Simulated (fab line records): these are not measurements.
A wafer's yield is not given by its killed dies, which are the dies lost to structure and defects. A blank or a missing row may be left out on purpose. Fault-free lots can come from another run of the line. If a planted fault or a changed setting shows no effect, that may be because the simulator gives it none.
Split-lot trial + flow n5_finfet + 7 lots, 21 wafers read, on a route of 1938 steps

THE SPLIT ITSELF
At N5_SD_EPI_P_ETCH_37 (etches SOC in N2/H2, overetch 108 nm, time 486 s), the setting source_w was moved away from the recipe's 3000 W on 5 of the 21 wafers read, by -9.5% to +17.0%. For the rest of the wafers, this setting stayed at what the recipe calls for.

Reading taken at the split's own step.

THE READING
rf_vpp_V, in V, at N5_SD_EPI_P_ETCH_37 (etches SOC in N2/H2, overetch 108 nm, time 486 s). Typical for fault-free wafers on this fab line: 240.6 V, with standard deviation 1.3 V.

| wafer  | tool, chamber at the split | source_w as run, W | against the recipe | rf_vpp_V, V | against lot-mates on the recipe |
|--------|----------------------------|--------------------|--------------------|-------------|---------------------------------|
| L077.2 | rie_diel-02, 2             | 3000               | recipe             | 241.1       | -                               |
| L077.4 | rie_diel-02, 3             | 2836               | -5.5%              | 244.5       | +4.3                            |
| L077.5 | rie_diel-02, 0             | 3000               | recipe             | 239.3       | -                               |
| L078.1 | rie_diel-05, 2             | 2782               | -7.3%              | 247.3       | +6.6                            |
| L078.2 | rie_diel-05, 1             | 3000               | recipe             | 240.1       | -                               |
| L078.3 | rie_diel-05, 0             | 3000               | recipe             | 241.4       | -                               |
| L079.2 | rie_diel-06, 2             | 3000               | recipe             | 238.3       | -                               |
| L079.3 | rie_diel-06, 0             | 3000               | recipe             | 242.1       | -                               |
| L079.6 | rie_diel-06, 3             | 2714               | -9.5%              | 250.8       | +10.6                           |
| L081.3 | rie_diel-06, 0             | 3000               | recipe             | 241.7       | -                               |
| L081.5 | rie_diel-06, 2             | 3000               | recipe             | 238.9       | -                               |
| L081.6 | rie_diel-06, 1             | 2838               | -5.4%              | 243.4       | +3.1                            |
| L093.1 | rie_diel-06, 0             | 3000               | recipe             | 241.6       | -                               |
| L093.3 | rie_diel-06, 2             | 3000               | recipe             | 238.5       | -                               |
| L093.5 | rie_diel-06, 0             | 3000               | recipe             | 242.4       | -                               |
| L095.1 | rie_diel-06, 0             | 3000               | recipe             | 243.5       | -                               |
| L095.2 | rie_diel-06, 1             | 3000               | recipe             | 238.5       | -                               |
| L095.5 | rie_diel-06, 0             | 3000               | recipe             | 240.3       | -                               |
| L096.1 | rie_diel-02, 3             | 3000               | recipe             | 239.0       | -                               |
| L096.2 | rie_diel-02, 1             | 3000               | recipe             | 241.1       | -                               |
| L096.5 | rie_diel-02, 2             | 3510               | +17.0%             | 228.5       | -11.6                           |

FIT RESULTS
A straight line over all 21 wafers: rf_vpp_V changes by -0.788 V for each +1% of source_w; r = -0.93; the points scatter about the line by 1.6 V.
The same after taking each lot's own level away (the mean of its wafers on the recipe; 21 wafers): -0.779 V for each +1%; r = -0.92; scatter 1.6 V.
That fit puts the effect of the largest move of source_w on the reading at 13 V.
Across the lots, their own levels run from 240.05 to 240.83 V, a range of 0.6 times the standard deviation given above.
The two slopes agree, so the slope changes little with the lot-to-lot level.
Check: with one of the wafers moved furthest among these (+17.0%) left out of the fit, the line predicts -16.1 V for it against its lot-mates. It came out at -11.6 V against them.
Tool readings at the split's step, against how far the setting was moved: rf_vpp_V r = -0.93.

FURTHER SPLITS ON THESE WAFERS
Before the reading, these wafers also passed through other splits. Each is held against what the fit with the lots' levels taken away leaves over:
| other split on the same wafers           | wafers away from the commonest value | r with rf_vpp_V (lot level and that fit taken away) |
|------------------------------------------|--------------------------------------|-----------------------------------------------------|
| N5_WELL_APT_PEB_06 peb_time_s            | 7                                    | +0.10                                               |
| N5_WELL_APT_DEVELOP_07 develop_time_s    | 9                                    | +0.01                                               |
| N5_PMOS_HMC_CHANNEL_EPI_HM_DEP_34 time_s | 8                                    | -0.17                                               |
| N5_PMOS_HMC_CHANNEL_EPI_COAT_03 spin_rpm | 6                                    | -0.39                                               |
| N5_FIN_SAQP_PEB_14 peb_time_s            | 10                                   | -0.02                                               |
| N5_FIN_SAQP_ETCH_52 source_w             | 7                                    | +0.00                                               |
| N5_DUMMY_GATE_ETCH_32 time_s             | 4                                    | +0.00                                               |
| N5_SD_EPI_P_PEB_07 peb_time_s            | 9                                    | +0.10                                               |

THE WHOLE CHAIN: every reading that the file lists as answering this split, in the file's order
| step                | what it does                                     | reading                                                                           | change (the file's fit)               | r (the file's) |
|---------------------|--------------------------------------------------|-----------------------------------------------------------------------------------|---------------------------------------|----------------|
| N5_SD_EPI_P_ETCH_37 | etches SOC in N2/H2, overetch 108 nm, time 486 s | rf_vpp_V                                                                          | -0.783 V for each +1% of the setting  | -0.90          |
| N5_SD_EPI_P_ETCH_37 | etches SOC in N2/H2, overetch 108 nm, time 486 s | SiARC_of_SD_EPI_P_COAT_35.thk_nm (the simulator's own value, which no gauge read) | -0.152 nm for each +1% of the setting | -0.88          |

FILE'S OWN FIT
rf_vpp_V changes by -0.783 V for each +1% of source_w, r = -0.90.
